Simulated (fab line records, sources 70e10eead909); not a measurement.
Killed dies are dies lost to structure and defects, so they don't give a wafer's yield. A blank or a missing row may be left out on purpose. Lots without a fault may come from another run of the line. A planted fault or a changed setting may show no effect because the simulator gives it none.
fab line records | flow nand_harc
record lots=24 wafers=72 last_day=25
route steps=1159 shown A_STAIRCASE@647 A_SGD_CUT@760 A_SLIT@792
lots that met no fault: from a run of the same line without faults
start_h: hours from the record's first day to the start of the lot's first wafer shown | wait_h: hours since the lot's step before | " the same as in the row above | L1.1+2: a row that stands for several wafers | - no value, or no start given | * or withheld: withheld | < > ~ a bound
route shown NAME@n: a module of which the file shows steps, and the number in the route of the first | usual: mean/standard deviation of fault-free wafers | same: alike in all rows | chamber/n: place in a boat | sites: the reading at each site | _std_site: their standard deviation | _edge_site: outer sites' mean less inner sites' | radius_mm: how far each site lies from the wafer's centre | mask NAME#n: copy n | behind: the tool/chamber that last shaped the wafer | hold: why the lot was held/for how many hours/how that ended | device: the transistor (n, p or np) that didn't switch | end of line: the same wafers' tests at the end of the route | a step without rows: its recipe alone | killed: dies lost to structure and defects at the first sort, not the wafer's yield | map: a wafer's dies, x killed, . not, _ none there
set.NAME: the setting as run; set.NAME@STEP: as run at that earlier step | model.NAME: the simulator's own value behind a step, which no gauge read
steps of the route over a sample of lots; a table a step, a row a wafer
services: from which hour (start_h, from the record's first day; less than 0 if before it) a tool's chamber was out of use, for how many hours, and why
## steps
# step NHARC_A_STAIRCASE_ETCH_253
# recipe target_depth_a=500 time_s=20.2 ion_energy_ev=400 c4f8_flow_sccm=20 o2_flow_sccm=10 ar_flow_sccm=withheld rf_w=600 bias_w=1000 chemistry=C4F8/O2
# usual oes_product_au=0.958/0.017 rf_vpp_V=896/3.6
# columns lot.wafer tool chamber start_h wait_h oes_product_au rf_hours_counter_h rf_vpp_V
L074.4 rie_diel-05 0 258.75 0.1 0.973 31 899
L074.6 " 2 " " 0.952 - 895
L074.5 " 3 " " 0.943 - 892
L075.3 rie_diel-05 3 260.22 0.1 0.962 33 890
L075.5 " 0 " " 0.943 - 897
L075.6 " 1 " " 0.952 - 903
L076.1 rie_diel-05 2 266.22 0.1 0.966 38 895
L076.4 " 3 " " 0.954 36 890
L076.6 " 3 " " 0.954 - 892
L078.2 rie_diel-11 2 268.11 0.1 0.970 23 905
L078.6 " 0 " " 0.980 - 897
L078.5 " 1 " " 0.985 - 900
L077.1 rie_diel-05 3 269.81 0.1 0.971 36 889
L077.3 " 0 " " 0.975 35 896
L077.5 " 2 " " 0.977 - 895
L079.2 rie_diel-04 0 278.70 0.1 0.974 64 899
L079.1 " 2 " " 0.962 53 892
L079.6 " 2 " " 0.968 - 893
L080.1 rie_diel-04 3 284.83 0.1 0.961 66 896
L080.3 " 0 " " 0.970 65 899
L080.2 " 2 " " 0.960 55 894
L081.3 rie_diel-11 1 285.43 0.1 0.948 29 898
L081.4 " 2 " " 0.957 30 903
L081.6 " 1 " " 0.947 - 898
L082.1 rie_diel-04 3 298.19 0.1 0.961 0 896
L082.4 " 2 " " 0.969 0 893
L082.5 " 0 " " 0.974 - 899
L084.1 rie_diel-11 0 308.04 0.1 0.969 36 895
L084.5 " 3 " " 0.971 - 899
L084.4 " 0 " " 0.974 - 894
L083.4 rie_diel-04 2 314.55 0.1 0.967 3 893
L083.2 " 3 " " 0.972 4 896
L083.5 " 1 " " 0.970 - 895
L086.1 rie_diel-11 0 335.97 0.1 0.970 44 896
L086.3 " 1 " " 0.966 45 898
L086.2 " 3 " " 0.953 45 900
L088.4 rie_diel-04 0 337.19 0.1 0.976 15 897
L088.6 " 2 " " 0.983 - 892
L088.5 " 3 " " 0.986 - 897
L087.4 rie_diel-04 2 339.98 0.1 0.948 15 892
L087.5 " 1 " " 0.942 - 892
L087.6 " 2 " " 0.938 - 894
L085.4 rie_diel-04 3 345.46 0.1 0.924 21 896
L085.6 " 1 " " 0.946 - 893
L085.5 " 2 " " 0.929 - 892
L091.4 rie_diel-11 2 347.43 0.1 0.934 53 903
L091.2 " 3 " " 0.926 51 900
L091.6 " 0 " " 0.930 - 895
L089.1 rie_diel-04 1 349.40 0.1 0.941 21 894
L089.3 " 3 " " 0.947 23 895
L089.6 " 2 " " 0.935 - 892
L092.2 rie_diel-05 3 355.94 0.2 0.927 4 889
L092.3 " 2 " " 0.938 - 894
L092.6 " 2 " " 0.938 - 893
L090.2 rie_diel-04 2 356.26 0.1 0.964 26 892
L090.4 " 0 " " 0.957 27 899
L090.5 " 1 " " 0.960 - 894
L093.1 rie_diel-05 3 358.31 0.1 0.932 5 888
L093.2 " 2 " " 0.934 5 893
L093.3 " 3 " " 0.938 - 888
L095.2 rie_diel-05 3 364.91 0.1 0.944 7 889
L095.6 " 0 " " 0.956 - 896
L095.4 " 2 " " 0.944 - 894
L094.1 rie_diel-04 3 368.87 0.1 0.954 33 895
L094.4 " 2 " " 0.953 32 893
L094.6 " 0 " " 0.976 - 898
L096.3 rie_diel-04 1 379.29 0.1 0.982 35 893
L096.2 " 3 " " 0.971 37 895
L096.5 " 1 " " 0.972 - 895
L097.1 rie_diel-04 2 388.23 0.1 0.962 39 892
L097.2 " 0 " " 0.999 38 898
L097.6 " 2 " " 0.965 - 893
# step NHARC_A_STAIRCASE_ETCH_452
# recipe target_depth_a=300 overetch_a=30 time_s=16.5 ion_energy_ev=100 cf4_flow_sccm=80 o2_flow_sccm=20 ar_flow_sccm=0 rf_w=300 bias_w=100 chemistry=CF4/O2
# usual drypump_motor_current_A=5.7/0.38 o2_flow_sccm=20.00/0.055 oes_f_703_au=1.000/0.0045 oes_product_au=1.003/0.0078 rf_vpp_V=197.8/1.2 showerhead_plenum_p_Torr=1.34/0.037 throttle_valve_pct=13.398/0.0091
# columns lot.wafer tool chamber start_h wait_h drypump_motor_current_A o2_flow_sccm oes_f_703_au oes_product_au rf_hours_counter_h rf_vpp_V showerhead_plenum_p_Torr throttle_valve_pct
L074.4 rie_diel-04 3 - - 6.2 19.99 1.001 0.989 58 198.4 1.35 13.401
L074.5 " 0 " " 5.9 20.00 1.001 0.995 - 199.1 1.37 13.394
L074.6 " 1 " " 5.0 19.91 1.003 0.990 - 198.4 1.32 13.409
L075.3 rie_diel-05 3 - - 5.9 20.14 0.994 1.004 35 196.5 1.26 13.408
L075.6 " 3 " " 5.9 20.06 0.999 0.989 - 195.6 1.26 13.408
L075.5 " 0 " " 6.1 19.98 1.005 1.003 - 198.6 1.35 13.406
L076.1 rie_diel-04 3 - - 6.2 20.04 1.007 1.004 60 198.2 1.35 13.401
L076.4 " 0 " " 5.9 20.00 0.996 1.009 59 197.0 1.37 13.401
L076.6 " 3 " " 6.1 20.01 1.004 1.003 - 199.3 1.35 13.394
L078.2 rie_diel-05 2 - - 5.5 20.04 0.998 1.003 40 197.5 1.32 13.414
L078.5 " 1 " " 6.0 19.95 0.996 1.006 - 198.2 1.39 13.394
L078.6 " 2 " " 5.5 20.07 1.003 1.010 - 197.0 1.32 13.383
L077.3 rie_diel-05 0 - - 6.2 20.01 0.992 1.013 39 197.4 1.34 13.389
L077.1 " 3 " " 6.0 19.98 1.003 1.003 39 196.1 1.26 13.399
L077.5 " 1 " " 6.0 19.87 1.002 1.008 - 198.9 1.39 13.402
L079.1 rie_diel-11 2 - - 6.0 20.03 1.001 1.007 30 200.6 1.43 13.405
L079.2 " 0 " " 5.3 19.97 1.004 1.004 30 198.1 1.33 13.412
L079.6 " 1 " " 5.5 19.98 0.993 1.007 - 199.1 1.36 13.395
L080.1 rie_diel-11 2 - - 6.1 20.00 0.997 1.015 31 200.3 1.43 13.399
L080.2 " 0 " " 5.3 20.01 0.999 1.013 31 197.0 1.33 13.401
L080.3 " 1 " " 5.5 20.02 0.998 1.001 30 197.7 1.36 13.394
L081.3 rie_diel-05 0 - - 6.1 19.86 0.999 1.017 44 197.5 1.34 13.421
L081.4 " 2 " " 5.4 19.93 1.000 1.000 46 198.1 1.32 13.394
L081.6 " 1 " " 6.0 20.01 0.994 1.012 - 200.2 1.38 13.376
L082.4 rie_diel-04 1 - - 5.0 20.03 0.997 0.988 1 196.3 1.32 13.387
L082.1 " 2 " " 5.6 19.97 0.990 1.003 1 197.5 1.30 13.417
L082.5 " 2 " " 5.7 19.98 0.985 0.995 - 198.0 1.30 13.386
L084.4 rie_diel-04 2 - - 5.6 19.98 0.999 1.011 3 196.5 1.30 13.395
L084.1 " 0 " " 5.9 19.90 0.995 1.013 4 199.0 1.37 13.393
L084.5 " 2 " " 5.6 20.11 0.998 1.001 - 196.0 1.30 13.390
L083.2 rie_diel-04 0 - - 5.9 20.00 0.994 0.997 6 198.3 1.37 13.394
L083.4 " 1 " " 5.0 20.01 1.001 0.989 6 196.1 1.32 13.396
L083.5 " 3 " " 6.2 19.93 1.004 0.990 - 197.1 1.34 13.404
L086.1 rie_diel-04 3 - - 6.2 19.93 1.007 0.996 17 196.0 1.34 13.409
L086.2 " 0 " " 6.0 20.11 1.001 1.012 17 197.9 1.36 13.392
L086.3 " 1 " " 5.0 20.04 1.003 0.995 16 196.9 1.32 13.392
L088.4 rie_diel-04 2 - - 5.6 19.95 1.004 1.002 17 197.1 1.30 13.383
L088.6 " 3 " " 6.2 19.93 0.994 1.016 - 196.1 1.34 13.402
L088.5 " 0 " " 5.9 19.97 0.997 1.017 - 199.0 1.36 13.393
L087.4 rie_diel-04 3 - - 6.1 20.01 0.995 1.004 20 197.6 1.34 13.383
L087.5 " 2 " " 5.6 20.00 0.995 1.003 - 196.8 1.30 13.391
L087.6 " 3 " " 6.1 19.98 0.997 1.005 - 197.8 1.34 13.412
L085.4 rie_diel-11 2 - - 6.0 20.12 1.001 0.994 - 198.2 1.42 13.406
L085.5 " 0 " " 5.2 20.03 1.002 1.019 - 197.2 1.33 13.394
L085.6 " 1 " " 5.5 19.87 0.999 0.999 - 198.9 1.36 13.407
L091.2 rie_diel-11 3 - - 5.9 20.05 1.000 1.013 52 197.8 1.36 13.415
L091.4 " 2 " " 6.0 19.86 1.000 1.001 56 198.9 1.42 13.408
L091.6 " 3 " " 5.9 20.04 1.000 1.010 - 199.8 1.36 13.398
L089.3 rie_diel-04 0 - - 5.9 20.00 0.993 1.006 28 197.4 1.36 13.401
L089.1 " 1 " " 5.0 19.98 1.004 0.989 26 197.5 1.31 13.398
L089.6 " 0 " " 6.0 20.00 0.995 1.014 - 197.2 1.36 13.407
L092.3 rie_diel-04 3 - - 6.2 20.00 0.999 1.002 30 198.0 1.34 13.395
L092.2 " 0 " " 5.9 19.98 1.002 1.014 30 197.6 1.36 13.400
L092.6 " 3 " " 6.2 19.99 0.999 1.001 - 197.3 1.34 13.385
L090.2 rie_diel-11 2 - - 6.0 20.00 0.996 1.001 59 200.4 1.42 13.402
L090.4 " 0 " " 5.3 19.97 1.009 1.009 55 198.3 1.33 13.406
L090.5 " 2 " " 6.0 19.96 1.000 0.991 - 200.5 1.42 13.408
L093.3 rie_diel-04 1 - - 5.0 20.01 1.003 0.998 31 198.5 1.31 13.382
L093.1 " 2 " " 5.6 19.91 0.992 1.015 31 196.0 1.30 13.400
L093.2 " 3 " " 6.1 20.09 1.007 1.005 32 198.8 1.34 13.399
L095.2 rie_diel-05 2 - - 5.3 19.97 1.006 0.998 11 197.8 1.31 13.389
L095.4 " 0 " " 6.2 19.99 1.006 1.008 - 198.5 1.34 13.399
L095.6 " 2 " " 5.4 19.95 1.006 1.003 - 196.8 1.31 13.404
L094.4 rie_diel-04 2 - - 5.7 19.96 0.999 0.996 35 195.6 1.29 13.392
L094.1 " 3 " " 6.1 20.08 0.994 1.006 35 197.3 1.34 13.397
L094.6 " 1 " " 5.0 19.99 1.004 1.000 - 197.1 1.31 13.397
L096.3 rie_diel-11 2 - - 6.0 20.04 1.004 0.997 3 198.7 1.42 13.393
L096.2 " 0 " " 5.3 19.95 1.004 1.003 3 197.9 1.32 13.404
L096.5 " 1 " " 5.6 20.06 0.991 1.002 - 198.7 1.36 13.397
L097.2 rie_diel-04 3 - - 6.2 19.94 0.998 1.010 40 197.7 1.34 13.377
L097.1 " 0 " " 5.9 20.02 1.006 1.012 39 198.1 1.36 13.383
L097.6 " 3 " " 6.1 19.93 0.995 1.009 - 199.7 1.34 13.404
# step NHARC_A_STAIRCASE_ETCH_294
# recipe target_depth_a=49920 time_s=1212.4 ion_energy_ev=800 c4f8_flow_sccm=80 o2_flow_sccm=60 ar_flow_sccm=withheld rf_w=600 bias_w=3000 chemistry=C4F8/O2/Ar
# usual oes_product_au=0.937/0.01 rf_vpp_V=1828/7.1
# columns lot.wafer tool chamber start_h wait_h oes_product_au rf_hours_counter_h rf_vpp_V
L074.4 rie_diel-04 0 - - 0.943 57 1833
L074.5 " 0 " " 0.943 - 1835
L074.6 " 1 " " 0.933 - 1825
L075.3 rie_diel-05 3 - - 0.928 35 1813
L075.6 " 3 " " 0.934 - 1813
L075.5 " 0 " " 0.936 - 1829
L076.4 rie_diel-04 3 - - 0.928 62 1830
L076.1 " 2 " " 0.913 51 1821
L076.6 " 0 " " 0.932 - 1833
L078.2 rie_diel-05 2 - - 0.928 40 1825
L078.6 " 2 " " 0.918 - 1824
L078.5 " 3 " " 0.921 - 1814
L077.1 rie_diel-05 1 - - 0.934 42 1836
L077.3 " 3 " " 0.922 39 1813
L077.5 " 1 " " 0.935 - 1835
L079.2 rie_diel-11 3 - - 0.947 31 1833
L079.1 " 1 " " 0.930 29 1832
L079.6 " 3 " " 0.948 - 1832
L080.1 rie_diel-11 2 - - 0.942 31 1844
L080.3 " 3 " " 0.930 32 1833
L080.2 " 0 " " 0.931 31 1825
L081.4 rie_diel-05 2 - - 0.935 46 1823
L081.3 " 1 " " 0.944 48 1837
L081.6 " 2 " " 0.941 - 1825
L082.1 rie_diel-04 1 - - 0.941 1 1824
L082.4 " 3 " " 0.938 1 1829
L082.5 " 1 " " 0.937 - 1825
L084.1 rie_diel-04 3 - - 0.945 4 1830
L084.4 " 0 " " 0.955 4 1833
L084.5 " 3 " " 0.942 - 1828
L083.4 rie_diel-04 2 - - 0.931 6 1820
L083.2 " 0 " " 0.958 6 1834
L083.5 " 3 " " 0.939 - 1830
L086.1 rie_diel-04 2 - - 0.931 16 1822
L086.3 " 0 " " 0.957 17 1833
L086.2 " 1 " " 0.935 16 1824
L088.4 rie_diel-04 3 - - 0.919 19 1829
L088.6 " 0 " " 0.929 - 1833
L088.5 " 1 " " 0.924 - 1824
L087.4 rie_diel-04 1 - - 0.927 18 1823
L087.5 " 2 " " 0.921 - 1820
L087.6 " 3 " " 0.929 - 1828
L085.4 rie_diel-11 2 - - 0.938 - 1842
L085.5 " 0 " " 0.941 - 1825
L085.6 " 1 " " 0.933 - 1833
L091.4 rie_diel-11 1 - - 0.931 54 1832
L091.2 " 0 " " 0.934 53 1826
L091.6 " 1 " " 0.935 - 1831
L089.1 rie_diel-04 0 - - 0.936 28 1831
L089.3 " 1 " " 0.935 26 1823
L089.6 " 0 " " 0.945 - 1833
L092.2 rie_diel-04 1 - - 0.943 28 1824
L092.3 " 2 " " 0.954 28 1819
L092.6 " 2 " " 0.951 - 1821
L090.2 rie_diel-11 0 - - 0.948 55 1827
L090.4 " 1 " " 0.924 57 1832
L090.5 " 3 " " 0.928 - 1835
L093.3 rie_diel-04 3 - - 0.933 32 1828
L093.1 " 0 " " 0.939 31 1831
L093.2 " 1 " " 0.938 31 1823
L095.2 rie_diel-05 3 - - 0.941 11 1812
L095.4 " 3 " " 0.938 - 1812
L095.6 " 0 " " 0.945 - 1826
L094.1 rie_diel-04 1 - - 0.925 34 1823
L094.4 " 2 " " 0.932 35 1821
L094.6 " 2 " " 0.933 - 1819
L096.3 rie_diel-11 2 - - 0.942 4 1843
L096.2 " 1 " " 0.948 3 1832
L096.5 " 3 " " 0.952 - 1832
L097.1 rie_diel-04 0 - - 0.965 39 1831
L097.2 " 2 " " 0.944 41 1819
L097.6 " 1 " " 0.941 - 1823
# step NHARC_A_STAIRCASE_CMP_152
# usual motor_current_A=12.1/1.2
# columns lot.wafer tool chamber start_h wait_h motor_current_A
L074.4 cmp-04 0 314.01 0.1 11.8
L074.6 " 3 " " 13.5
L074.5 " 0 " " 11.7
L075.3 cmp-04 3 318.52 0.1 13.3
L075.6 " 2 " " 11.0
L075.5 " 3 " " 13.4
L078.2 cmp-01 0 318.83 0.1 10.1
L078.5 " 1 " " 13.2
L078.6 " 2 " " 11.0
L076.4 cmp-03 1 318.88 0.1 12.9
L076.1 " 2 " " 12.3
L076.6 " 1 " " 12.7
L077.3 cmp-01 1 322.33 0.1 13.8
L077.1 " 3 " " 11.5
L077.5 " 1 " " 13.2
L079.1 cmp-01 0 336.93 0.1 10.6
L079.2 " 2 " " 11.6
L079.6 " 3 " " 11.0
L081.3 cmp-01 1 338.47 0.1 12.4
L081.4 " 3 " " 11.3
L081.6 " 1 " " 13.4
L080.3 cmp-04 3 342.72 0.1 12.5
L080.2 " 0 " " 11.6
L080.1 " 1 " " 11.0
L082.4 cmp-01 1 357.01 0.1 13.4
L082.1 " 2 " " 11.5
L082.5 " 2 " " 12.0
L083.4 cmp-01 2 368.37 0.1 11.7
L083.2 " 0 " " 10.3
L083.5 " 3 " " 10.9
L084.4 cmp-04 3 368.74 0.1 13.3
L084.1 " 0 " " 10.6
L084.5 " 3 " " 12.9
L086.1 cmp-01 0 392.07 0.1 10.2
L086.3 " 1 " " 13.8
L086.2 " 2 " " 11.7
L088.4 cmp-03 1 392.22 0.1 13.2
L088.5 " 0 " " 12.6
L088.6 " 1 " " 13.4
L087.4 cmp-03 3 399.66 0.1 14.4
L087.6 " 1 " " 12.6
L087.5 " 2 " " 11.8
L085.4 cmp-01 2 409.20 0.1 10.7
L085.6 " 1 " " 13.6
L085.5 " 2 " " 11.5
L093.1 cmp-03 0 414.36 0.1 13.8
L093.3 " 1 " " 12.5
L093.2 " 3 " " 14.8
L095.2 cmp-01 1 414.42 0.1 12.8
L095.4 " 3 " " 11.5
L095.6 " 1 " " 12.7
L090.4 cmp-03 1 414.65 0.1 12.8
L090.2 " 3 " " 15.1
L090.5 " 0 " " 12.9
L089.1 cmp-01 0 415.83 0.1 10.8
L089.3 " 2 " " 11.1
L089.6 " 0 " " 10.2
L092.2 cmp-04 3 415.89 0.1 12.6
L092.3 " 1 " " 11.0
L092.6 " 3 " " 13.4
L091.2 cmp-03 1 416.15 0.1 12.9
L091.4 " 3 " " 14.8
L091.6 " 2 " " 11.4
L094.1 cmp-01 3 430.57 0.1 11.1
L094.4 " 1 " " 12.5
L094.6 " 2 " " 11.5
L097.1 cmp-03 2 434.84 0.1 12.3
L097.2 " 3 " " 14.3
L097.6 " 2 " " 11.5
L096.2 cmp-04 0 434.94 0.1 11.8
L096.3 " 1 " " 11.3
L096.5 " 1 " " 11.5
# step NHARC_A_SGD_CUT_INSPECT_11
# usual raw_defect_count=18/8.7
# columns lot.wafer tool chamber start_h wait_h raw_defect_count
L074.4 defect_inspect-02 - 316.79 0.0 19
L074.5 " - " " 14
L074.6 " - " " 13
L075.3 defect_inspect-01 - 321.36 0.0 12
L075.5 " - " " 6
L075.6 " - " " 5
L078.2 defect_inspect-02 - 321.65 0.0 18
L078.5 " - " " 25
L078.6 " - " " 18
L076.1 defect_inspect-02 - 321.81 0.0 7
L076.4 " - " " 7
L076.6 " - " " 9
L077.1 defect_inspect-02 - 324.84 0.0 8
L077.3 " - " " 6
L077.5 " - " " 6
L079.1 defect_inspect-02 - 339.57 0.0 35
L079.2 " - " " 28
L079.6 " - " " 15
L081.3 defect_inspect-02 - 341.26 0.0 19
L081.4 " - " " 13
L081.6 " - " " 8
L080.1 defect_inspect-01 - 345.46 0.0 25
L080.2 " - " " 22
L080.3 " - " " 22
L082.1 defect_inspect-01 - 359.93 0.0 14
L082.4 " - " " 14
L082.5 " - " " 11
L083.2 defect_inspect-01 - 371.24 0.0 27
L083.4 " - " " 26
L083.5 " - " " 17
L084.1 defect_inspect-02 - 371.50 0.0 11
L084.4 " - " " 7
L084.5 " - " " 17
L086.1 defect_inspect-02 - 394.65 0.0 12
L086.2 " - " " 9
L086.3 " - " " 13
L088.4 defect_inspect-01 - 394.90 0.0 25
L088.5 " - " " 28
L088.6 " - " " 25
L087.4 defect_inspect-01 - 402.41 0.0 15
L087.5 " - " " 21
L087.6 " - " " 17
L085.4 defect_inspect-01 - 411.97 0.0 30
L085.5 " - " " 30
L085.6 " - " " 26
L093.1 defect_inspect-02 - 417.03 0.0 17
L093.2 " - " " 15
L093.3 " - " " 11
L095.2 defect_inspect-02 - 417.33 0.0 11
L095.4 " - " " 12
L095.6 " - " " 8
L090.2 defect_inspect-02 - 417.52 0.0 32
L090.4 " - " " 28
L090.5 " - " " 29
L089.1 defect_inspect-02 - 418.32 0.0 22
L089.3 " - " " 23
L089.6 " - " " 30
L092.2 defect_inspect-02 - 418.63 0.0 32
L092.3 " - " " 35
L092.6 " - " " 31
L091.2 defect_inspect-01 - 418.97 0.0 10
L091.4 " - " " 12
L091.6 " - " " 12
L094.1 defect_inspect-02 - 433.20 0.0 36
L094.4 " - " " 28
L094.6 " - " " 33
L097.1 defect_inspect-02 - 437.73 0.0 23
L097.2 " - " " 18
L097.6 " - " " 23
L096.2 defect_inspect-02 - 437.88 0.0 16
L096.3 " - " " 16
L096.5 " - " " 10
# step NHARC_A_SLIT_INSPECT_11
# usual raw_defect_count=22/9.4
# columns lot.wafer tool chamber start_h wait_h raw_defect_count
L074.4 defect_inspect-02 - 326.15 0.0 22
L074.5 " - " " 21
L074.6 " - " " 18
L078.2 defect_inspect-01 - 331.10 0.0 20
L078.5 " - " " 23
L078.6 " - " " 21
L075.3 defect_inspect-01 - 332.03 0.0 21
L075.5 " - " " 7
L075.6 " - " " 6
L076.1 defect_inspect-01 - 333.16 0.0 11
L076.4 " - " " 10
L076.6 " - " " 11
L077.1 defect_inspect-02 - 336.03 0.0 6
L077.3 " - " " 9
L077.5 " - " " 8
L079.1 defect_inspect-01 - 352.23 0.0 42
L079.2 " - " " 28
L079.6 " - " " 21
L081.3 defect_inspect-01 - 353.57 0.0 15
L081.4 " - " " 11
L081.6 " - " " 14
L080.1 defect_inspect-01 - 358.73 0.0 27
L080.2 " - " " 27
L080.3 " - " " 23
L082.1 defect_inspect-02 - 371.16 0.0 23
L082.4 " - " " 19
L082.5 " - " " 11
L083.2 defect_inspect-02 - 381.66 0.0 28
L083.4 " - " " 32
L083.5 " - " " 26
L084.1 defect_inspect-01 - 383.37 0.0 11
L084.4 " - " " 18
L084.5 " - " " 22
L086.1 defect_inspect-01 - 405.35 0.0 13
L086.2 " - " " 12
L086.3 " - " " 18
L088.4 defect_inspect-02 - 405.39 0.0 31
L088.5 " - " " 32
L088.6 " - " " 30
L087.4 defect_inspect-02 - 415.01 0.0 20
L087.5 " - " " 23
L087.6 " - " " 18
L085.4 defect_inspect-02 - 423.83 0.0 31
L085.5 " - " " 28
L085.6 " - " " 35
L090.2 defect_inspect-02 - 430.10 0.1 45
L090.4 " - " " 27
L090.5 " - " " 37
L093.1 defect_inspect-02 - 430.13 0.1 17
L093.2 " - " " 23
L093.3 " - " " 13
L095.2 defect_inspect-02 - 430.18 0.0 15
L095.4 " - " " 16
L095.6 " - " " 10
L091.2 defect_inspect-02 - 430.33 0.0 10
L091.4 " - " " 15
L091.6 " - " " 12
L089.1 defect_inspect-02 - 431.93 0.0 22
L089.3 " - " " 32
L089.6 " - " " 32
L092.2 defect_inspect-02 - 432.09 0.0 35
L092.3 " - " " 33
L092.6 " - " " 39
L094.1 defect_inspect-02 - 443.01 0.1 35
L094.4 " - " " 33
L094.6 " - " " 37
L097.1 defect_inspect-02 - 449.94 0.1 29
L097.2 " - " " 17
L097.6 " - " " 20
L096.2 defect_inspect-02 - 450.07 0.0 21
L096.3 " - " " 15
L096.5 " - " " 16
## services
# columns tool chamber start_h hours kind
rie_diel-04 0 243.87 - clean
rie_diel-04 1 253.92 2.7 repair
cmp-03 - 254.11 4.0 pm
cmp-01 - 254.26 0.6 repair
rie_diel-04 1 275.49 13.2 repair
cmp-01 - 277.50 4.0 pm
rie_diel-04 2 286.14 9.2 repair
rie_diel-04 - 289.06 9.0 pm
cmp-01 - 294.84 0.3 repair
cmp-04 - 302.04 4.0 pm
rie_diel-11 1 304.97 3.8 repair
rie_diel-05 2 305.93 9.1 repair
rie_diel-11 - 310.36 0.3 repair
cmp-04 - 322.37 5.4 repair
rie_diel-05 1 323.17 52.0 repair
rie_diel-05 - 341.01 9.0 pm
cmp-01 - 342.65 1.6 repair
rie_diel-11 3 350.25 3.7 repair
cmp-03 - 352.18 4.0 pm
cmp-03 - 371.58 1.1 repair
cmp-01 - 375.50 4.0 pm
cmp-03 - 389.16 2.2 repair
rie_diel-11 2 399.95 2.8 repair
cmp-04 - 400.04 4.0 pm
## key
fault none
